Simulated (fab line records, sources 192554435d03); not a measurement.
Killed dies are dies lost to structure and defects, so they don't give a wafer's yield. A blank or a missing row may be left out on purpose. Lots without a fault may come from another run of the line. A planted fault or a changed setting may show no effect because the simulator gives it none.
Split-lot experiment | flow n5_finfet | 7 lots, 21 wafers read, on a route of 1938 steps

THE SPLIT
At N5_BEOL_M1_PECVD_72 (deposits SiO2 from TEOS/O2, target thk 16 nm, time 18 s), the setting time_s was moved away from the recipe's 18 s on 6 of the 21 wafers read, by -14.9% to +13.5%. The other wafers ran this setting at the recipe's value.

The reading is taken at the split's own step.

THE READING
SiO2_of_BEOL_M1_PECVD_72.thk_nm (the simulator's own value, which no gauge read), in nm, at N5_BEOL_M1_PECVD_72 (deposits SiO2 from TEOS/O2, target thk 16 nm, time 18 s). The file gives no usual value for it. The 15 wafers here that ran the recipe average 16.1 nm, standard deviation 0.2 nm.

wafer  | tool, chamber at the split | time_s as run, s | against the recipe | SiO2_of_BEOL_M1_PECVD_72.thk_nm, nm | against lot-mates on the recipe
L074.2 | pecvd-02, 0                | 18               | recipe             | 16                                  | -
L074.3 | pecvd-02, 2                | 16.35            | -9.2%              | 14.6                                | -1.6
L074.5 | pecvd-02, 1                | 18               | recipe             | 16.4                                | -
L078.3 | pecvd-01, 2                | 15.74            | -12.6%             | 14.4                                | -1.8
L078.5 | pecvd-01, 2                | 15.74            | -12.6%             | 14.4                                | -1.8
L078.6 | pecvd-01, 0                | 18               | recipe             | 16.2                                | -
L082.3 | pecvd-01, 2                | 18               | recipe             | 16.2                                | -
L082.5 | pecvd-01, 1,2              | 18               | recipe             | 16                                  | -
L082.6 | pecvd-01, 1,2              | 18               | recipe             | 16                                  | -
L085.1 | pecvd-04, 2                | 20.07            | +11.5%             | 17.6                                | +1.6
L085.2 | pecvd-04, 1                | 18               | recipe             | 15.8                                | -
L085.6 | pecvd-04, 0                | 18               | recipe             | 16.2                                | -
L090.2 | pecvd-01, 0                | 18               | recipe             | 15.8                                | -
L090.4 | pecvd-01, 1                | 15.32            | -14.9%             | 13.8                                | -2.1
L090.5 | pecvd-01, 0                | 18               | recipe             | 16                                  | -
L091.2 | pecvd-01, 1                | 18               | recipe             | 16.2                                | -
L091.3 | pecvd-01, 2                | 20.43            | +13.5%             | 18.4                                | +2.1
L091.5 | pecvd-01, 2                | 18               | recipe             | 16.4                                | -
L094.3 | pecvd-04, 2,1              | 18               | recipe             | 15.8                                | -
L094.5 | pecvd-04, 2,1              | 18               | recipe             | 15.8                                | -
L094.4 | pecvd-04, 0                | 18               | recipe             | 16                                  | -
Where a row lists several chambers, the file gives one row for several wafers and doesn't say which wafer went through which chamber.

THE FIT
A straight line over all 21 wafers: SiO2_of_BEOL_M1_PECVD_72.thk_nm changes by +0.148 nm for each +1% of time_s; r = +0.98; the points scatter about the line by 0.21 nm.
The same after taking each lot's own level away (the mean of its wafers on the recipe; 21 wafers): +0.147 nm for each +1%; r = +0.99; scatter 0.14 nm.
On that fit, the largest move of time_s shifts the reading by 2.2 nm.
The lots' own levels span 15.87 to 16.30 nm, that is 2.2 times the standard deviation above.
So the lot-to-lot level changes the slope little: the two slopes agree.
Check: with one of the wafers moved furthest among these (-14.9%) left out of the fit, the line predicts -2.23 nm for it against its lot-mates. It came out at -2.1 nm against them.

OTHER SPLITS ON THESE WAFERS
These wafers also went through other splits before the reading. Each is held against what the fit with the lots' levels taken away leaves over:
other split on the same wafers       | wafers away from the commonest value | r with SiO2_of_BEOL_M1_PECVD_72.thk_nm (lot level and that fit taken away)
N5_MOL_CONTACT_COAG_COAT_62 spin_rpm | 3                                    | +0.07
N5_BEOL_M0_SAQP_EXPOSE_11 dose_mj    | 5                                    | -0.17
N5_BEOL_M1_ILD_DEP_00 time_s         | 3                                    | -0.33

THE FILE'S OWN FIT
SiO2_of_BEOL_M1_PECVD_72.thk_nm changes by +0.148 nm for each +1% of time_s, r = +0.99.
